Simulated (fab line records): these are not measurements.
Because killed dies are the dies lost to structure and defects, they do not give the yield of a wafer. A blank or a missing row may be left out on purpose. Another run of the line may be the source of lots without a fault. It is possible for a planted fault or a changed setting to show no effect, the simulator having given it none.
Which of the tools did it? || flow nand harc || 12 lots with 36 wafers sampled at 5 steps, on a route of 1159 steps

WHAT EACH GAUGE READ, for each wafer
NHARC_END_SORT_01.
{"lot": "L547", "measured": "day 19 16:29", "on": "prober-01", "killed at array": "22 20 24", "killed at other": "0 0 0", "killed at periphery": "2 6 3", "killed dies": "24 26 27", "killed open": "2 4 3", "killed short": "4 1 3"}
{"lot": "L551", "measured": "day 20 22:35", "on": "prober-01", "killed at array": "13 15 14", "killed at other": "0 1 0", "killed at periphery": "1 4 3", "killed dies": "14 20 17", "killed open": "4 7 4", "killed short": "2 1 4"}
{"lot": "L554", "measured": "day 21 07:10", "on": "prober-01", "killed at array": "36 39 45", "killed at other": "0 3 3", "killed at periphery": "4 5 9", "killed dies": "40 47 57", "killed open": "8 4 7", "killed short": "2 1 2"}
{"lot": "L553", "measured": "day 21 14:54", "on": "prober-02", "killed at array": "17 13 12", "killed at other": "1 0 0", "killed at periphery": "2 5 6", "killed dies": "20 18 18", "killed open": "3 4 3", "killed short": "1 1 3"}
{"lot": "L557", "measured": "day 22 14:59", "on": "prober-01", "killed at array": "35 40 38", "killed at other": "0 1 0", "killed at periphery": "5 0 1", "killed dies": "40 41 39", "killed open": "3 5 2", "killed short": "1 0 1"}
{"lot": "L558", "measured": "day 22 17:56", "on": "prober-02", "killed at array": "33 37 34", "killed at other": "0 0 0", "killed at periphery": "2 1 2", "killed dies": "35 38 36", "killed open": "6 4 4", "killed short": "4 5 2"}
{"lot": "L560", "measured": "day 23 01:42", "on": "prober-01", "killed at array": "19 16 16", "killed at other": "3 3 4", "killed at periphery": "4 4 2", "killed dies": "26 23 22", "killed open": "5 6 3", "killed short": "5 2 1"}
{"lot": "L561", "measured": "day 23 02:31", "on": "prober-02", "killed at array": "44 42 46", "killed at other": "0 0 0", "killed at periphery": "1 5 2", "killed dies": "45 47 48", "killed open": "3 4 3", "killed short": "1 3 1"}
{"lot": "L563", "measured": "day 23 17:43", "on": "prober-02", "killed at array": "30 28 38", "killed at other": "0 2 1", "killed at periphery": "3 7 6", "killed dies": "33 37 45", "killed open": "3 6 3", "killed short": "3 5 2"}
{"lot": "L567", "measured": "day 24 21:51", "on": "prober-02", "killed at array": "19 14 11", "killed at other": "1 1 0", "killed at periphery": "3 3 3", "killed dies": "23 18 14", "killed open": "6 6 2", "killed short": "3 0 0"}
{"lot": "L566", "measured": "day 24 12:30", "on": "prober-02", "killed at array": "64 50 50", "killed at other": "3 1 0", "killed at periphery": "2 5 4", "killed dies": "69 56 54", "killed open": "3 4 5", "killed short": "2 1 2"}
{"lot": "L568", "measured": "day 24 12:31", "on": "prober-01", "killed at array": "15 14 13", "killed at other": "1 1 3", "killed at periphery": "2 3 6", "killed dies": "18 18 22", "killed open": "1 0 5", "killed short": "2 1 4"}

TOOL THAT RAN EACH LOT (tool first, then ch and the chambers of the sampled wafers, then the start)
{"lot": "L547", "NHARC_A_CHANNEL_FILL_D1_ALD_02": "ald hk-01 ch 0,1,3, day 8 10:44", "NHARC_A_CHANNEL_FILL_D1_ALD_16": "ald hk-01 ch 1,2, day 8 23:20", "NHARC_A_CHANNEL_FILL_D1_ETCHBACK_19": "rie si-06 ch 0,1,3, day 9 12:59", "NHARC_A_CHANNEL_FILL_D1_STRIP_28": "rie diel-11 ch 0,2,3, day 9 13:11"}
{"lot": "L551", "NHARC_A_CHANNEL_FILL_D1_ALD_02": "ald hk-01 ch 1,2,3, day 9 21:56", "NHARC_A_CHANNEL_FILL_D1_ALD_16": "ald hk-01 ch 0,2,3, day 10 10:14", "NHARC_A_CHANNEL_FILL_D1_ETCHBACK_19": "rie si-02 ch 1,2, day 10 21:57", "NHARC_A_CHANNEL_FILL_D1_STRIP_28": "rie diel-04 ch 2,3, day 10 22:10"}
{"lot": "L554", "NHARC_A_CHANNEL_FILL_D1_ALD_02": "ald hk-04 ch 1,2,3, day 10 12:37", "NHARC_A_CHANNEL_FILL_D1_ALD_16": "ald hk-01 ch 0,1,2, day 11 03:28", "NHARC_A_CHANNEL_FILL_D1_ETCHBACK_19": "rie si-01 ch 0,1, day 11 15:16", "NHARC_A_CHANNEL_FILL_D1_STRIP_28": "rie diel-04 ch 0,1,3, day 11 15:29"}
{"lot": "L553", "NHARC_A_CHANNEL_FILL_D1_ALD_02": "ald hk-04 ch 2,3, day 10 13:54", "NHARC_A_CHANNEL_FILL_D1_ALD_16": "ald hk-04 ch 0,3, day 11 03:25", "NHARC_A_CHANNEL_FILL_D1_ETCHBACK_19": "rie si-06 ch 0,1,2, day 11 15:17", "NHARC_A_CHANNEL_FILL_D1_STRIP_28": "rie diel-10 ch 1,2,3, day 11 15:33"}
{"lot": "L557", "NHARC_A_CHANNEL_FILL_D1_ALD_02": "ald hk-01 ch 0,1,3, day 11 21:04", "NHARC_A_CHANNEL_FILL_D1_ALD_16": "ald hk-04 ch 0,2,3, day 12 12:49", "NHARC_A_CHANNEL_FILL_D1_ETCHBACK_19": "rie si-06 ch 1,2, day 13 01:24", "NHARC_A_CHANNEL_FILL_D1_STRIP_28": "rie diel-10 ch 2,3, day 13 01:41"}
{"lot": "L558", "NHARC_A_CHANNEL_FILL_D1_ALD_02": "ald hk-01 ch 0,1,2, day 12 01:17", "NHARC_A_CHANNEL_FILL_D1_ALD_16": "ald hk-04 ch 1,2,3, day 12 13:01", "NHARC_A_CHANNEL_FILL_D1_ETCHBACK_19": "rie si-01 ch 2,3, day 13 01:24", "NHARC_A_CHANNEL_FILL_D1_STRIP_28": "rie diel-11 ch 1,2, day 13 01:40"}
{"lot": "L560", "NHARC_A_CHANNEL_FILL_D1_ALD_02": "ald hk-01 ch 0,1,2, day 12 06:15", "NHARC_A_CHANNEL_FILL_D1_ALD_16": "ald hk-01 ch 0,2,3, day 12 19:06", "NHARC_A_CHANNEL_FILL_D1_ETCHBACK_19": "rie si-01 ch 0,1,2, day 13 07:10", "NHARC_A_CHANNEL_FILL_D1_STRIP_28": "rie diel-11 ch 0,1,3, day 13 07:24"}
{"lot": "L561", "NHARC_A_CHANNEL_FILL_D1_ALD_02": "ald hk-01 ch 0,3, day 12 09:23", "NHARC_A_CHANNEL_FILL_D1_ALD_16": "ald hk-04 ch 0,1,2, day 12 19:09", "NHARC_A_CHANNEL_FILL_D1_ETCHBACK_19": "rie si-02 ch 0,1,3, day 13 07:11", "NHARC_A_CHANNEL_FILL_D1_STRIP_28": "rie diel-10 ch 1,2, day 13 07:23"}
{"lot": "L563", "NHARC_A_CHANNEL_FILL_D1_ALD_02": "ald hk-01 ch 0,1,3, day 12 17:56", "NHARC_A_CHANNEL_FILL_D1_ALD_16": "ald hk-01 ch 0,1,2, day 13 06:02", "NHARC_A_CHANNEL_FILL_D1_ETCHBACK_19": "rie si-06 ch 1,2, day 13 17:44", "NHARC_A_CHANNEL_FILL_D1_STRIP_28": "rie diel-10 ch 1,2, day 13 17:58"}
{"lot": "L567", "NHARC_A_CHANNEL_FILL_D1_ALD_02": "ald hk-04 ch 0,1,2, day 13 17:22", "NHARC_A_CHANNEL_FILL_D1_ALD_16": "ald hk-01 ch 0,2,3, day 14 05:29", "NHARC_A_CHANNEL_FILL_D1_ETCHBACK_19": "rie si-06 ch 0,3, day 14 19:16", "NHARC_A_CHANNEL_FILL_D1_STRIP_28": "rie diel-11 ch 0,2,3, day 14 19:29"}
{"lot": "L566", "NHARC_A_CHANNEL_FILL_D1_ALD_02": "ald hk-04 ch 1,2, day 13 17:47", "NHARC_A_CHANNEL_FILL_D1_ALD_16": "ald hk-04 ch 1,2,3, day 14 05:27", "NHARC_A_CHANNEL_FILL_D1_ETCHBACK_19": "rie si-01 ch 1,2,3, day 14 19:16", "NHARC_A_CHANNEL_FILL_D1_STRIP_28": "rie diel-04 ch 1,2,3, day 14 19:28"}
{"lot": "L568", "NHARC_A_CHANNEL_FILL_D1_ALD_02": "ald hk-02 ch 0,2,3, day 13 20:16", "NHARC_A_CHANNEL_FILL_D1_ALD_16": "ald hk-01 ch 0,3, day 14 08:34", "NHARC_A_CHANNEL_FILL_D1_ETCHBACK_19": "rie si-02 ch 0,3, day 14 19:15", "NHARC_A_CHANNEL_FILL_D1_STRIP_28": "rie diel-10 ch 0,2,3, day 14 19:28"}
- NHARC_A_CHANNEL_FILL_D1_ALD_02: deposits SiO2, target thk 6 nm, pulse time 10 s, ald cycles 60.
- NHARC_A_CHANNEL_FILL_D1_ALD_16: deposits SiO2, target thk 1.5 nm, pulse time 10 s, ald cycles 15.
- NHARC_A_CHANNEL_FILL_D1_ETCHBACK_19: etches the open film in HBr/Cl2, target depth 5 nm, time 1.7 s.
- NHARC_A_CHANNEL_FILL_D1_STRIP_28: strips in O2, time 20 s.

AS READ BY THE TOOLS THEMSELVES (means over the sampled wafers that have a number; for cases with no such wafer, the mark the record gives instead)
NHARC_A_CHANNEL_FILL_D1_ALD_02.
{"lot": "L547", "tool": "ald hk-01", "heater power w (W)": 530, "precursor pulse height rel": 0.985}
{"lot": "L551", "tool": "ald hk-01", "heater power w (W)": 531, "precursor pulse height rel": 1.004}
{"lot": "L554", "tool": "ald hk-04", "heater power w (W)": 533, "precursor pulse height rel": 1.004}
{"lot": "L553", "tool": "ald hk-04", "heater power w (W)": 509, "precursor pulse height rel": 0.996}
{"lot": "L557", "tool": "ald hk-01", "heater power w (W)": 545, "precursor pulse height rel": 0.994}
{"lot": "L558", "tool": "ald hk-01", "heater power w (W)": 490, "precursor pulse height rel": 1.002}
{"lot": "L560", "tool": "ald hk-01", "heater power w (W)": 493, "precursor pulse height rel": 1.015}
{"lot": "L561", "tool": "ald hk-01", "heater power w (W)": 552, "precursor pulse height rel": 0.995}
{"lot": "L563", "tool": "ald hk-01", "heater power w (W)": 542, "precursor pulse height rel": 1.006}
{"lot": "L567", "tool": "ald hk-04", "heater power w (W)": 523, "precursor pulse height rel": 1.006}
{"lot": "L566", "tool": "ald hk-04", "heater power w (W)": 531, "precursor pulse height rel": 0.999}
{"lot": "L568", "tool": "ald hk-02", "heater power w (W)": 438, "precursor pulse height rel": 1.021}

NHARC_A_CHANNEL_FILL_D1_ALD_16.
{"lot": "L547", "tool": "ald hk-01", "heater power w (W)": 527, "precursor pulse height rel": 1.020}
{"lot": "L551", "tool": "ald hk-01", "heater power w (W)": 493, "precursor pulse height rel": 1.011}
{"lot": "L554", "tool": "ald hk-01", "heater power w (W)": 487, "precursor pulse height rel": 1.006}
{"lot": "L553", "tool": "ald hk-04", "heater power w (W)": 507, "precursor pulse height rel": 1.012}
{"lot": "L557", "tool": "ald hk-04", "heater power w (W)": 510, "precursor pulse height rel": 0.984}
{"lot": "L558", "tool": "ald hk-04", "heater power w (W)": 539, "precursor pulse height rel": 0.998}
{"lot": "L560", "tool": "ald hk-01", "heater power w (W)": 506, "precursor pulse height rel": 1.013}
{"lot": "L561", "tool": "ald hk-04", "heater power w (W)": 527, "precursor pulse height rel": 1.018}
{"lot": "L563", "tool": "ald hk-01", "heater power w (W)": 492, "precursor pulse height rel": 0.998}
{"lot": "L567", "tool": "ald hk-01", "heater power w (W)": 498, "precursor pulse height rel": 1.002}
{"lot": "L566", "tool": "ald hk-04", "heater power w (W)": 536, "precursor pulse height rel": 0.991}
{"lot": "L568", "tool": "ald hk-01", "heater power w (W)": 516, "precursor pulse height rel": 1.007}

NHARC_A_CHANNEL_FILL_D1_ETCHBACK_19.
{"lot": "L547", "tool": "rie si-06", "drypump motor current A (A)": 5.4, "oes product au (a.u.)": 0.997, "throttle valve pct (%)": 26.403}
{"lot": "L551", "tool": "rie si-02", "drypump motor current A (A)": 5.4, "oes product au (a.u.)": 0.993, "throttle valve pct (%)": 26.408}
{"lot": "L554", "tool": "rie si-01", "drypump motor current A (A)": 5.7, "oes product au (a.u.)": 1.006, "throttle valve pct (%)": 26.412}
{"lot": "L553", "tool": "rie si-06", "drypump motor current A (A)": 5.9, "oes product au (a.u.)": 0.989, "throttle valve pct (%)": 26.407}
{"lot": "L557", "tool": "rie si-06", "drypump motor current A (A)": 5.8, "oes product au (a.u.)": 0.990, "throttle valve pct (%)": 26.409}
{"lot": "L558", "tool": "rie si-01", "drypump motor current A (A)": 6.6, "oes product au (a.u.)": 0.993, "throttle valve pct (%)": 26.400}
{"lot": "L560", "tool": "rie si-01", "drypump motor current A (A)": 6.0, "oes product au (a.u.)": 1.011, "throttle valve pct (%)": 26.410}
{"lot": "L561", "tool": "rie si-02", "drypump motor current A (A)": 5.4, "oes product au (a.u.)": 0.997, "throttle valve pct (%)": 26.398}
{"lot": "L563", "tool": "rie si-06", "drypump motor current A (A)": 5.8, "oes product au (a.u.)": 0.992, "throttle valve pct (%)": 26.409}
{"lot": "L567", "tool": "rie si-06", "drypump motor current A (A)": 5.5, "oes product au (a.u.)": 1.000, "throttle valve pct (%)": 26.413}
{"lot": "L566", "tool": "rie si-01", "drypump motor current A (A)": 6.3, "oes product au (a.u.)": 0.995, "throttle valve pct (%)": 26.409}
{"lot": "L568", "tool": "rie si-02", "drypump motor current A (A)": 5.6, "oes product au (a.u.)": 0.984, "throttle valve pct (%)": 26.406}

NHARC_A_CHANNEL_FILL_D1_STRIP_28.
{"lot": "L547", "tool": "rie diel-11", "drypump motor current A (A)": 5.7, "mfc ar sccm (sccm)": 0.014, "o2 flow sccm (sccm)": 500.6, "oes product au (a.u.)": 0.984, "rf vpp V (V)": 56.8, "showerhead plenum p Torr (Torr)": 3.49, "throttle valve pct (%)": 17.035}
{"lot": "L551", "tool": "rie diel-04", "drypump motor current A (A)": 5.6, "mfc ar sccm (sccm)": 0.020, "o2 flow sccm (sccm)": 499.3, "oes product au (a.u.)": 1.000, "rf vpp V (V)": 58.0, "showerhead plenum p Torr (Torr)": 3.68, "throttle valve pct (%)": 17.035}
{"lot": "L554", "tool": "rie diel-04", "drypump motor current A (A)": 5.5, "mfc ar sccm (sccm)": 0.008, "o2 flow sccm (sccm)": 498.7, "oes product au (a.u.)": 1.000, "rf vpp V (V)": 57.5, "showerhead plenum p Torr (Torr)": 3.49, "throttle valve pct (%)": 17.042}
{"lot": "L553", "tool": "rie diel-10", "drypump motor current A (A)": 5.5, "mfc ar sccm (sccm)": 0.013, "o2 flow sccm (sccm)": 501.2, "oes product au (a.u.)": 1.003, "rf vpp V (V)": 58.1, "showerhead plenum p Torr (Torr)": 3.64, "throttle valve pct (%)": 17.033}
{"lot": "L557", "tool": "rie diel-10", "drypump motor current A (A)": 5.7, "mfc ar sccm (sccm)": 0.015, "o2 flow sccm (sccm)": 499.1, "oes product au (a.u.)": 0.995, "rf vpp V (V)": 58.1, "showerhead plenum p Torr (Torr)": 3.62, "throttle valve pct (%)": 17.040}
{"lot": "L558", "tool": "rie diel-11", "drypump motor current A (A)": 5.3, "mfc ar sccm (sccm)": 0.001, "o2 flow sccm (sccm)": 500.7, "oes product au (a.u.)": 1.000, "rf vpp V (V)": 58.7, "showerhead plenum p Torr (Torr)": 3.66, "throttle valve pct (%)": 17.038}
{"lot": "L560", "tool": "rie diel-11", "drypump motor current A (A)": 5.5, "mfc ar sccm (sccm)": 0.013, "o2 flow sccm (sccm)": 499.7, "oes product au (a.u.)": 0.997, "rf vpp V (V)": 58.0, "showerhead plenum p Torr (Torr)": 3.46, "throttle valve pct (%)": 17.042}
{"lot": "L561", "tool": "rie diel-10", "drypump motor current A (A)": 5.3, "mfc ar sccm (sccm)": 0.011, "o2 flow sccm (sccm)": 501.0, "oes product au (a.u.)": 0.993, "rf vpp V (V)": 57.4, "showerhead plenum p Torr (Torr)": 3.67, "throttle valve pct (%)": 17.044}
{"lot": "L563", "tool": "rie diel-10", "drypump motor current A (A)": 5.8, "mfc ar sccm (sccm)": 0.014, "o2 flow sccm (sccm)": 502.0, "oes product au (a.u.)": 0.999, "rf vpp V (V)": 57.9, "showerhead plenum p Torr (Torr)": 3.58, "throttle valve pct (%)": 17.040}
{"lot": "L567", "tool": "rie diel-11", "drypump motor current A (A)": 5.7, "mfc ar sccm (sccm)": 0.014, "o2 flow sccm (sccm)": 499.2, "oes product au (a.u.)": 0.995, "rf vpp V (V)": 57.3, "showerhead plenum p Torr (Torr)": 3.48, "throttle valve pct (%)": 17.047}
{"lot": "L566", "tool": "rie diel-04", "drypump motor current A (A)": 5.8, "mfc ar sccm (sccm)": 0.012, "o2 flow sccm (sccm)": 501.0, "oes product au (a.u.)": 0.994, "rf vpp V (V)": 57.3, "showerhead plenum p Torr (Torr)": 3.53, "throttle valve pct (%)": 17.039}
{"lot": "L568", "tool": "rie diel-10", "drypump motor current A (A)": 5.6, "mfc ar sccm (sccm)": 0.010, "o2 flow sccm (sccm)": 499.2, "oes product au (a.u.)": 0.987, "rf vpp V (V)": 57.6, "showerhead plenum p Torr (Torr)": 3.58, "throttle valve pct (%)": 17.030}

THE ANSWER, worked out from the rows above alone
Rule: the lots themselves supply what counts as usual. Put in order of their means at a reading, lots are off if they are a third of the lots or fewer, leave a main group of 4 or more, and stand apart from it by a gap of 3 or more times the standard deviation of the main group's means; of several such gaps the widest counts. A main group is skipped when, at the precision printed for the reading in the tables above, its means are all equal. A lot without any number at a reading at which 4 lots or more have one is off too. The other lots that the step has rows for count as sound. The gauges are gone through in route order, then the tools' own readings, and for those a lot's mean is taken as printed above. At the first step where some lot is off, the reading lying furthest off is the one used; lots without a number count as furthest.
Across all readings shown, no lot is off: no conclusion can be drawn from this.

WHAT WAS PUT IN BY THE SIMULATOR
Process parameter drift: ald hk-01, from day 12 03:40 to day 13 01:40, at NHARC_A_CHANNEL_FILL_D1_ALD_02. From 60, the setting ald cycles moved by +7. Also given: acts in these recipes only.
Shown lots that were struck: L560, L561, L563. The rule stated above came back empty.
